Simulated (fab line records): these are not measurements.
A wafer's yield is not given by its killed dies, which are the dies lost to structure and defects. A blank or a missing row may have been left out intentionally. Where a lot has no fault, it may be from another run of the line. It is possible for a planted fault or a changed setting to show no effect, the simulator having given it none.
The tool behind it: which one? | flow nand harc | 13 lots, 39 wafers sampled, at 5 steps of a route of 1302

WHAT EACH GAUGE READ, for each wafer
NHARC_END_SORT_01. Usual: killed at array 51, standard deviation 17; killed at other 1.0, standard deviation 1.2; killed at periphery 3.4, standard deviation 2.5; killed dies 56, standard deviation 17; killed open 3.3, standard deviation 2.1; killed short 2.6, standard deviation 1.6.
lot  | measured     | on        | killed at array | killed at other | killed at periphery | killed dies | killed open | killed short | flag
L437 | day 24 16:59 | prober-02 | 33 22 24        | 0 2 0           | 1 1 1               | 34 25 25    | 3 2 5       | 3 4 2        |
L439 | day 25 22:52 | prober-01 | 43 41 44        | 0 4 1           | 6 4 3               | 49 49 48    | 5 4 1       | 1 1 2        |
L440 | day 25 15:00 | prober-01 | 43 45 62        | 0 0 0           | 2 4 2               | 45 49 64    | 5 6 6       | 4 1 2        |
L441 | day 25 22:46 | prober-02 | 48 35 34        | 1 0 1           | 2 9 4               | 51 44 39    | 5 2 3       | 3 1 3        |
L442 | day 25 17:23 | prober-02 | 45 39 23        | 0 0 2           | 10 6 7              | 55 45 32    | 5 2 4       | 6 2 0        |
L443 | day 27 01:46 | prober-01 | 33 35 33        | 0 0 0           | 1 4 3               | 34 39 36    | 4 3 2       | 1 4 3        |
L444 | day 27 06:16 | prober-02 | 68 61 54        | 0 1 0           | 5 2 4               | 73 64 58    | 2 6 4       | 1 3 3        |
L445 | day 27 09:57 | prober-01 | 75 56 82        | 1 0 2           | 3 5 4               | 79 61 88    | 3 5 3       | 2 2 5        |
L447 | day 30 02:19 | prober-01 | 28 52 39        | 2 2 2           | 4 0 2               | 34 54 43    | 2 3 1       | 2 3 3        |
L448 | day 29 05:48 | prober-02 | 28 31 21        | 3 2 4           | 0 3 2               | 31 36 27    | 1 4 2       | 2 3 3        |
L458 | day 33 11:23 | prober-01 | 61 56 54        | 3 2 3           | 3 3 3               | 67 61 60    | 4 5 3       | 3 1 0        |
L459 | day 33 05:05 | prober-02 | 35 34 42        | 0 1 0           | 2 5 3               | 37 40 45    | 7 6 2       | 4 3 4        |
L460 | day 34 19:15 | prober-01 | 76 74 60        | 1 0 1           | 5 5 3               | 82 79 64    | 5 1 3       | 2 3 3        |

WHAT TOOL EACH LOT RAN ON (gives the tool, then ch and the chambers of the sampled wafers, and finally the start)
lot  | NHARC_A_CHANNEL_FILL_D1_ALD_02   | NHARC_A_CHANNEL_FILL_D1_ALD_03                 | NHARC_A_CHANNEL_FILL_D1_ALD_14   | NHARC_A_CHANNEL_FILL_D1_ALD_16
L437 | ald hk-04 ch 2,3, day 8 16:56    | ald sin batch-01 ch 0, day 8 23:32 or earlier  | ald hk-04 ch 0,2,3, day 8 23:32  | ald hk-03 ch 0,1,3, day 9 04:40
L439 | ald hk-04 ch 0,1, day 9 16:47    | ald sin batch-01 ch 0, day 9 23:44 or earlier  | ald hk-01 ch 1,3, day 9 23:44    | ald hk-04 ch 0,1, day 10 08:30
L440 | ald hk-03 ch 0,1,3, day 10 00:07 | ald sin batch-02 ch 0, day 10 08:31 or earlier | ald hk-01 ch 0,1,3, day 10 08:31 | ald hk-04 ch 1,2, day 10 13:44
L441 | ald hk-04 ch 0,2, day 10 00:37   | ald sin batch-02 ch 0, day 10 08:40 or earlier | ald hk-04 ch 0,3, day 10 08:40   | ald hk-01 ch 0,1, day 10 13:43
L442 | ald hk-01 ch 1,2,3, day 10 16:41 | ald sin batch-03 ch 0, day 10 23:28 or earlier | ald hk-03 ch 2,3, day 10 23:28   | ald hk-03 ch 0,1,2, day 11 04:46
L443 | ald hk-01 ch 1,3, day 11 11:24   | ald sin batch-03 ch 0, day 11 18:29 or earlier | ald hk-03 ch 1,3, day 11 18:29   | ald hk-03 ch 0,1, day 11 23:38
L444 | ald hk-03 ch 1,3, day 11 23:56   | ald sin batch-03 ch 0, day 12 06:59 or earlier | ald hk-03 ch 0,3, day 12 06:59   | ald hk-01 ch 0,2,3, day 12 14:26
L445 | ald hk-03 ch 0,1,3, day 12 04:02 | ald sin batch-01 ch 0, day 12 12:25 or earlier | ald hk-01 ch 0,1,2, day 12 12:25 | ald hk-03 ch 0,1,3, day 12 17:38
L447 | ald hk-01 ch 1,2, day 12 22:25   | ald sin batch-03 ch 0, day 13 05:28 or earlier | ald hk-01 ch 0,1,3, day 13 05:28 | ald hk-04 ch 0,1,3, day 13 10:36
L448 | ald hk-03 ch 1,3, day 13 02:43   | ald sin batch-02 ch 0, day 13 09:45 or earlier | ald hk-03 ch 1,2,3, day 13 09:45 | ald hk-03 ch 0,1,3, day 13 14:53
L458 | ald hk-04 ch 0,3, day 17 13:41   | ald sin batch-01 ch 0, day 17 20:43 or earlier | ald hk-04 ch 0,1,2, day 17 20:43 | ald hk-01 ch 1,2,3, day 17 23:28
L459 | ald hk-01 ch 0,2, day 17 21:53   | ald sin batch-02 ch 0, day 18 04:51 or earlier | ald hk-03 ch 1,2, day 18 04:51   | ald hk-04 ch 2,3, day 18 10:02
L460 | ald hk-01 ch 1,3, day 18 13:45   | ald sin batch-02 ch 0, day 18 20:49 or earlier | ald hk-03 ch 0,1,2, day 18 20:49 | ald hk-03 ch 0,2, day 19 02:16
- NHARC_A_CHANNEL_FILL_D1_ALD_02: deposits SiO2, target thk 6 nm, pulse time 10 s, ald cycles 60.
- NHARC_A_CHANNEL_FILL_D1_ALD_03: deposits SiNx, target thk 6 nm, pulse time 60 s, ald cycles 58.
- NHARC_A_CHANNEL_FILL_D1_ALD_14: deposits SiO2, target thk 2.5 nm, pulse time 10 s, ald cycles 25.
- NHARC_A_CHANNEL_FILL_D1_ALD_16: deposits SiO2, target thk 1.5 nm, pulse time 10 s, ald cycles 15.

WHAT THE TOOLS THEMSELVES READ (means of the sampled wafers that have a number; where no wafer has one, the mark that the record gives instead)
NHARC_A_CHANNEL_FILL_D1_ALD_02. Usual: heater power w 468 W, standard deviation 60; precursor pulse height rel 0.997, standard deviation 0.019.
lot  | tool      | heater power w (W) | precursor pulse height rel | flag
L437 | ald hk-04 | 435                | 0.994                      |
L439 | ald hk-04 | 436                | 0.988                      |
L440 | ald hk-03 | 470                | 1.000                      |
L441 | ald hk-04 | 414                | 1.002                      |
L442 | ald hk-01 | 449                | 0.988                      |
L443 | ald hk-01 | 493                | 1.002                      |
L444 | ald hk-03 | 513                | 1.000                      |
L445 | ald hk-03 | 478                | 1.017                      |
L447 | ald hk-01 | 448                | 0.987                      |
L448 | ald hk-03 | 513                | 1.001                      |
L458 | ald hk-04 | 463                | 0.991                      |
L459 | ald hk-01 | 453                | 0.999                      |
L460 | ald hk-01 | 497                | 0.989                      |

NHARC_A_CHANNEL_FILL_D1_ALD_03. Usual: precursor pulse height rel 0.999, standard deviation 0.022.
lot  | tool             | precursor pulse height rel | flag
L437 | ald sin batch-01 | 0.994                      |
L439 | ald sin batch-01 | 1.010                      |
L440 | ald sin batch-02 | 0.978                      |
L441 | ald sin batch-02 | 0.985                      |
L442 | ald sin batch-03 | 1.016                      |
L443 | ald sin batch-03 | 1.011                      |
L444 | ald sin batch-03 | 1.007                      |
L445 | ald sin batch-01 | 0.999                      |
L447 | ald sin batch-03 | 1.001                      |
L448 | ald sin batch-02 | 0.986                      |
L458 | ald sin batch-01 | 0.986                      |
L459 | ald sin batch-02 | 0.992                      |
L460 | ald sin batch-02 | 1.002                      |

NHARC_A_CHANNEL_FILL_D1_ALD_14. Usual: heater power w 463 W, standard deviation 60; precursor pulse height rel 1.001, standard deviation 0.021.
lot  | tool      | heater power w (W) | precursor pulse height rel | flag
L437 | ald hk-04 | 445                | 1.004                      |
L439 | ald hk-01 | 484                | 0.993                      |
L440 | ald hk-01 | 469                | 0.996                      |
L441 | ald hk-04 | 496                | 0.999                      |
L442 | ald hk-03 | 453                | 1.003                      |
L443 | ald hk-03 | 504                | 1.010                      |
L444 | ald hk-03 | 417                | 1.011                      |
L445 | ald hk-01 | 476                | 0.999                      |
L447 | ald hk-01 | 473                | 0.997                      |
L448 | ald hk-03 | 479                | 1.016                      |
L458 | ald hk-04 | 406                | 0.987                      |
L459 | ald hk-03 | 500                | 0.986                      |
L460 | ald hk-03 | 498                | 1.004                      |

NHARC_A_CHANNEL_FILL_D1_ALD_16. Usual: heater power w 465 W, standard deviation 62; precursor pulse height rel 1.004, standard deviation 0.02.
lot  | tool      | heater power w (W) | precursor pulse height rel | flag
L437 | ald hk-03 | 476                | 1.002                      |
L439 | ald hk-04 | 438                | 0.998                      |
L440 | ald hk-04 | 426                | 0.997                      |
L441 | ald hk-01 | 503                | 0.995                      |
L442 | ald hk-03 | 518                | 1.018                      |
L443 | ald hk-03 | 550                | 1.007                      |
L444 | ald hk-01 | 442                | 1.014                      |
L445 | ald hk-03 | 482                | 1.006                      |
L447 | ald hk-04 | 456                | 1.019                      |
L448 | ald hk-03 | 490                | 1.015                      |
L458 | ald hk-01 | 460                | 0.999                      |
L459 | ald hk-04 | 480                | 1.012                      |
L460 | ald hk-03 | 477                | 0.991                      |

THE ANSWER, worked out from the rows above alone
Rule: a lot counts as off when the mean over its wafers that have a number is more than 3 standard deviations away from the usual mean. A lot without any number at a reading at which 4 lots or more have one is off too. Where the step has rows for the other lots, those lots are counted as sound. First the gauges in route order, then the tools' own readings, where a lot's mean is used as printed above. The first step at which some lot is off is used, and at that step the reading that is off furthest; a lot without a number counts as furthest.
Across all readings shown, no lot is off: no conclusion can be drawn from this.

WHAT THE SIMULATOR HAD PUT IN
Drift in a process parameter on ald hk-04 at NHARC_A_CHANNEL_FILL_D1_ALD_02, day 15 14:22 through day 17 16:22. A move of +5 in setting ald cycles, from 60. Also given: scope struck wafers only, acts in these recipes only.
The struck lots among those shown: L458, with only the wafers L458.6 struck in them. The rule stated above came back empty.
